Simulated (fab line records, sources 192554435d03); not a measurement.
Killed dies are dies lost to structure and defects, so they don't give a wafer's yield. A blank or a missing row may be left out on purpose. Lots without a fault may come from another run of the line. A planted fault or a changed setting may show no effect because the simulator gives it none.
One fault seen from 3 desks | flow n5_finfet | each desk has only its own numbers; what lay behind them comes last

THE METROLOGY DESK
What the gauges read, lot by lot, whatever tool the lot ran on: means of the sampled wafers that have a number. A lot is out of limits, marked OUT, if its mean lies more than 4 standard deviations from the usual mean; the brackets give that distance. Of its 11 readings 7 are shown: those that lie furthest out on some lot.
Columns: A = SDB_OVL at N5_SDB_OVL_MEAS_12, usual 1.0 nm; B = DIBL_P at N5_BEOL_M4_RC_MEAS_101, usual 36.7 mV/V; C = IOFF_N at N5_BEOL_M4_RC_MEAS_101, usual 0.17 nA/um; D = IOFF_P at N5_BEOL_M4_RC_MEAS_101, usual 0.22 nA/um; E = SS_N at N5_BEOL_M4_RC_MEAS_101, usual 71.7 mV/dec; F = VT_N at N5_BEOL_M4_RC_MEAS_101, usual 249 mV; G = VT_P at N5_BEOL_M4_RC_MEAS_101, usual -250 mV
lot  | first seen here | A    | B    | C    | D    | E    | F   | G
L373 | day 3 18:56     | -0.2 | 35.3 | 0.14 | 0.18 | 71.6 | 253 | -253
L379 | day 5 09:07     | 1.3  | 39.6 | 0.23 | 0.23 | 72.6 | 246 | -252
L384 | day 6 19:59     | 1.1  | 36.4 | 0.20 | 0.24 | 72.5 | 249 | -246
L392 | day 8 11:22     | 0.4  | 35.6 | 0.16 | 0.24 | 71.8 | 249 | -246
L393 | day 8 18:26     | 1.7  | 38.5 | 0.18 | 0.23 | 71.7 | 249 | -248
This desk's finding: nothing out of limits on any of the 5 lots.

THE TOOL OWNER'S DESK: rie_si-04
The tool's own readings at N5_SDB_CUT_ETCH_26 (etches Si in HBr/Cl2/O2, target depth 129.6 nm, bt time 20 s, time 51.8 s): means of the sampled wafers that have a number, for each lot that ran on this tool. A lot is out of limits, marked OUT, if its mean lies more than 4 standard deviations from the usual mean; the brackets give that distance.
Columns: A = HBr_flow_sccm at N5_SDB_CUT_ETCH_26, usual 149.9 sccm; B = drypump_motor_current_A at N5_SDB_CUT_ETCH_26, usual 5.9 A; C = oes_product_au at N5_SDB_CUT_ETCH_26, usual 1.004 a.u.; D = throttle_valve_pct at N5_SDB_CUT_ETCH_26, usual 37.3 %
lot  | first seen here | A     | B   | C     | D
L373 | day 3 21:18     | 149.6 | 5.7 | 1.009 | 37.2
L379 | day 5 09:47     | 149.4 | 5.7 | 1.007 | 37.2
L384 | day 6 21:11     | 150.1 | 5.8 | 1.004 | 37.1
This desk's finding: nothing out of limits on any of the 3 lots.

THE DEFECT DESK
What the inspections along the route counted, lot by lot: means of the sampled wafers that have a number. A lot is out of limits, marked OUT, if its mean lies more than 4 standard deviations from the usual mean; the brackets give that distance.
Columns: A = raw_defect_count at N5_SDB_INSPECT_13, usual 76
lot  | first seen here | A
L373 | day 3 18:58     | 121
L379 | day 5 09:08     | 117
L384 | day 6 20:00     | 88
L392 | day 8 11:23     | 92
L393 | day 8 18:27     | 84
This desk's finding: nothing out of limits on any of the 5 lots.

PUT TOGETHER
The metrology desk saw nothing out of limits.
The tool owner's desk saw nothing out of limits.
The defect desk saw nothing out of limits.

WHAT THE SIMULATOR HAD PUT IN
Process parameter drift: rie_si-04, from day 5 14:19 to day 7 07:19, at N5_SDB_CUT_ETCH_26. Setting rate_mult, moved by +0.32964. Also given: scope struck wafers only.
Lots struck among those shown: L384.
